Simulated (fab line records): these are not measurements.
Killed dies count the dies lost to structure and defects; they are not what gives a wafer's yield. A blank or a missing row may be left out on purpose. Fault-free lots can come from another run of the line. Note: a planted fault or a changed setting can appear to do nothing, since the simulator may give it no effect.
Split-lot study ; flow n5-finfet ; route with 1938 steps; 7 lots, 21 wafers read

ABOUT THE SPLIT
At N5_BEOL_M2_COAT_62 (time 60 s, resist thk 12 nm), the setting spin-rpm was moved away from the recipe's 1500 rpm on 5 of the 21 wafers read, by -10.5% to +7.3%. This setting was run at the recipe's value on the other wafers.

FROM THE SPLIT TO THE READING: what the file shows between them, 5 steps
- N5_BEOL_M2_COAT_73: time 60 s, resist thk 5 nm (also split here: temp-c)
- N5_BEOL_M2_COAT_05: resist thk 30 nm
- N5_BEOL_M2_EBR_07
- N5_BEOL_M2_DESCUM_16: chemistry O2, time 7 s
- N5_BEOL_M2_ETCH_74: etches underlayer in N2/H2, target depth 6.5 nm, time 5.2 s

THE READING
etch.depth-nm (the simulator's own value, which no gauge read), in nm, at N5_BEOL_M2_ETCH_63 (etches SiARC in CF4, target depth 15.6 nm, time 26 s). No usual value for it is given in the file. Average 11.97 nm, standard deviation 0.025 nm, over the 16 wafers here run with the recipe.

wafer;tool, chamber at the split;spin-rpm as run, rpm;against the recipe;etch.depth-nm, nm;against lot-mates on the recipe
L077.4;litho-track-05, 0;1500;recipe;12;-
L077.6;litho-track-05, 0;1500;recipe;12;-
L077.5;litho-track-05, 0;1500;recipe;11.99;-
L084.1;litho-track-01, 0;1424;-5.1%;12.31;+0.32
L084.5;litho-track-01, 0;1500;recipe;12.01;-
L084.6;litho-track-01, 0;1500;recipe;11.97;-
L085.1;litho-track-05, 0;1376;-8.3%;12.48;+0.54
L085.3;litho-track-05, 0;1500;recipe;11.93;-
L085.6;litho-track-05, 0;1500;recipe;11.95;-
L087.1;litho-track-02, 0;1343;-10.5%;12.71;+0.73
L087.3;litho-track-02, 0;1500;recipe;11.98;-
L087.5;litho-track-02, 0;1343;-10.5%;12.7;+0.72
L091.1;litho-track-02, 0;1500;recipe;11.96;-
L091.2;litho-track-02, 0;1500;recipe;11.98;-
L091.4;litho-track-02, 0;1609;+7.3%;11.58;-0.39
L090.1;litho-track-05, 0;1500;recipe;11.95;-
L090.2;litho-track-05, 0;1500;recipe;11.94;-
L090.3;litho-track-05, 0;1500;recipe;11.93;-
L093.2;litho-track-05, 0;1500;recipe;11.94;-
L093.3;litho-track-05, 0;1500;recipe;11.98;-
L093.4;litho-track-05, 0;1500;recipe;11.96;-

THE FIT
A straight line over all 21 wafers: etch.depth-nm changes by -0.0656 nm for each +1% of spin-rpm; r = -0.99; the points scatter about the line by 0.035 nm.
The same after taking each lot's own level away (the mean of its wafers on the recipe; 21 wafers): -0.0653 nm for each +1%; r = -1.00; scatter 0.025 nm.
Per that fit: largest spin-rpm move, reading shift of 0.68 nm.
Across the lots, their own levels run from 11.940 to 11.997 nm, a range of 2.3 times the standard deviation given above.
So the lot-to-lot level changes the slope little: the two slopes agree.
Check: with one of the wafers moved furthest among these (-10.5%) left out of the fit, the line predicts +0.674 nm for it against its lot-mates. Against them it came out at +0.73 nm.

THE OTHER SPLITS THESE WAFERS WENT THROUGH
Before the reading, these wafers also passed through other splits. Each is held against what the fit with the lots' levels taken away leaves over:
other split on the same wafers;wafers away from the commonest value;r with etch.depth-nm (lot level and that fit taken away)
N5_BEOL_M2_COAT_73 temp-c;8;-0.06

THE WHOLE CHAIN: every reading that the file lists as answering this split, in the file's order
step;what it does;reading;change (the file's fit);r (the file's)
N5_BEOL_M2_COAT_62;time 60 s, resist thk 12 nm;SiARC_of_BEOL_M2_COAT_62.thk-nm (the simulator's own value, which no gauge read);-0.0607 nm for each +1% of the setting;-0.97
N5_BEOL_M2_ETCH_63;etches SiARC in CF4, target depth 15.6 nm, time 26 s;etch.depth-nm (the simulator's own value, which no gauge read);-0.0644 nm for each +1% of the setting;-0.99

THE FILE'S OWN FIT
etch.depth-nm changes by -0.0644 nm for each +1% of spin-rpm, r = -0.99.
